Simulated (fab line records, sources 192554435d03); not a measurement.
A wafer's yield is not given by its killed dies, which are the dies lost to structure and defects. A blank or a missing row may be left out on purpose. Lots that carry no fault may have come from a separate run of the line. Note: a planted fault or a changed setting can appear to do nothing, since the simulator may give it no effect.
Matching of chambers :: flow n5_finfet :: rie_diel-04 running N5_GATE_CUT_STRIP_59: 4 sister chambers
The step strips in N2/H2, time 20 s. 16 wafers are shown with their chamber, then 8 later ones without.

## WAFERS PAIRED WITH THEIR CHAMBERS
wafer: L074.1
chamber: 1
drypump_motor_current_A (A): 6.5
showerhead_plenum_p_Torr (Torr): 3.41
oes_product_au (a.u.): 0.83

wafer: L074.3
chamber: 2
drypump_motor_current_A (A): 6.1
showerhead_plenum_p_Torr (Torr): 3.52
oes_product_au (a.u.): 0.72

wafer: L074.5
chamber: 2
drypump_motor_current_A (A): 6.1
showerhead_plenum_p_Torr (Torr): 3.52
oes_product_au (a.u.): 0.72

wafer: L079.3
chamber: 2
drypump_motor_current_A (A): 6.2
showerhead_plenum_p_Torr (Torr): 3.51
oes_product_au (a.u.): 0.71

wafer: L079.4
chamber: 3
drypump_motor_current_A (A): 5.3
showerhead_plenum_p_Torr (Torr): 3.52
oes_product_au (a.u.): 0.73

wafer: L079.6
chamber: 3
drypump_motor_current_A (A): 5.3
showerhead_plenum_p_Torr (Torr): 3.52
oes_product_au (a.u.): 0.73

wafer: L082.2
chamber: 0
drypump_motor_current_A (A): 5.6
showerhead_plenum_p_Torr (Torr): 3.33
oes_product_au (a.u.): 0.71

wafer: L082.4
chamber: 2
drypump_motor_current_A (A): 6.2
showerhead_plenum_p_Torr (Torr): 3.51
oes_product_au (a.u.): 0.70

wafer: L082.6
chamber: 2
drypump_motor_current_A (A): 6.1
showerhead_plenum_p_Torr (Torr): 3.51
oes_product_au (a.u.): 0.70

wafer: L084.1
chamber: 1
drypump_motor_current_A (A): 6.5
showerhead_plenum_p_Torr (Torr): 3.40
oes_product_au (a.u.): 0.80

wafer: L084.3
chamber: 3
drypump_motor_current_A (A): 5.3
showerhead_plenum_p_Torr (Torr): 3.52
oes_product_au (a.u.): 0.72

wafer: L084.4
chamber: 3
drypump_motor_current_A (A): 5.3
showerhead_plenum_p_Torr (Torr): 3.52
oes_product_au (a.u.): 0.72

wafer: L087.2
chamber: 0
drypump_motor_current_A (A): 5.6
showerhead_plenum_p_Torr (Torr): 3.33
oes_product_au (a.u.): 0.70

wafer: L087.4
chamber: 3
drypump_motor_current_A (A): 5.3
showerhead_plenum_p_Torr (Torr): 3.51
oes_product_au (a.u.): 0.71

wafer: L087.6
chamber: 1
drypump_motor_current_A (A): 6.5
showerhead_plenum_p_Torr (Torr): 3.40
oes_product_au (a.u.): 0.79

wafer: L088.2
chamber: 0
drypump_motor_current_A (A): 5.6
showerhead_plenum_p_Torr (Torr): 3.32
oes_product_au (a.u.): 0.70

SIGNATURES (means of the wafers above)
reading: drypump_motor_current_A
chamber 0: 5.600
chamber 1: 6.500
chamber 2: 6.140
chamber 3: 5.300
scatter within a chamber: 0.0316

reading: showerhead_plenum_p_Torr
chamber 0: 3.3267
chamber 1: 3.4033
chamber 2: 3.5140
chamber 3: 3.5180
scatter within a chamber: 0.00527

reading: oes_product_au
chamber 0: 0.7033
chamber 1: 0.8067
chamber 2: 0.7100
chamber 3: 0.7220
scatter within a chamber: 0.0116
Rule: for a wafer and a chamber, the distance is found by dividing, reading by reading, the gap between the wafer's reading and the chamber's mean by the reading's scatter, squaring, summing and taking the root. The wafer belongs to the nearest chamber; if the next one is less than 2 further off, it can't be placed. The scatter is the square root of a quotient: the sum, over the shown wafers, of each reading's squared deviation from its chamber's mean, divided by wafers minus chambers.

## WAFERS WITHOUT THEIR CHAMBER
wafer: L088.3
drypump_motor_current_A (A): 5.3
showerhead_plenum_p_Torr (Torr): 3.51
oes_product_au (a.u.): 0.71

wafer: L088.5
drypump_motor_current_A (A): 6.1
showerhead_plenum_p_Torr (Torr): 3.50
oes_product_au (a.u.): 0.69

wafer: L090.1
drypump_motor_current_A (A): 5.6
showerhead_plenum_p_Torr (Torr): 3.32
oes_product_au (a.u.): 0.70

wafer: L090.5
drypump_motor_current_A (A): 5.3
showerhead_plenum_p_Torr (Torr): 3.51
oes_product_au (a.u.): 0.71

wafer: L090.6
drypump_motor_current_A (A): 6.2
showerhead_plenum_p_Torr (Torr): 3.50
oes_product_au (a.u.): 0.70

wafer: L092.2
drypump_motor_current_A (A): 6.1
showerhead_plenum_p_Torr (Torr): 3.50
oes_product_au (a.u.): 0.69

wafer: L092.5
drypump_motor_current_A (A): 6.2
showerhead_plenum_p_Torr (Torr): 3.50
oes_product_au (a.u.): 0.69

wafer: L092.6
drypump_motor_current_A (A): 5.3
showerhead_plenum_p_Torr (Torr): 3.51
oes_product_au (a.u.): 0.72

## CHAMBER TAKEN BY EACH
wafer: L088.3
from the rows above: 3
in truth: 3

wafer: L088.5
from the rows above: 2
in truth: 2

wafer: L090.1
from the rows above: 0
in truth: 0

wafer: L090.5
from the rows above: 3
in truth: 3

wafer: L090.6
from the rows above: 2
in truth: 2

wafer: L092.2
from the rows above: 2
in truth: 2

wafer: L092.5
from the rows above: 2
in truth: 2

wafer: L092.6
from the rows above: 3
in truth: 3
8 of 8 placed correctly. Can't be placed from these rows: 0. Number placed wrongly: 0.
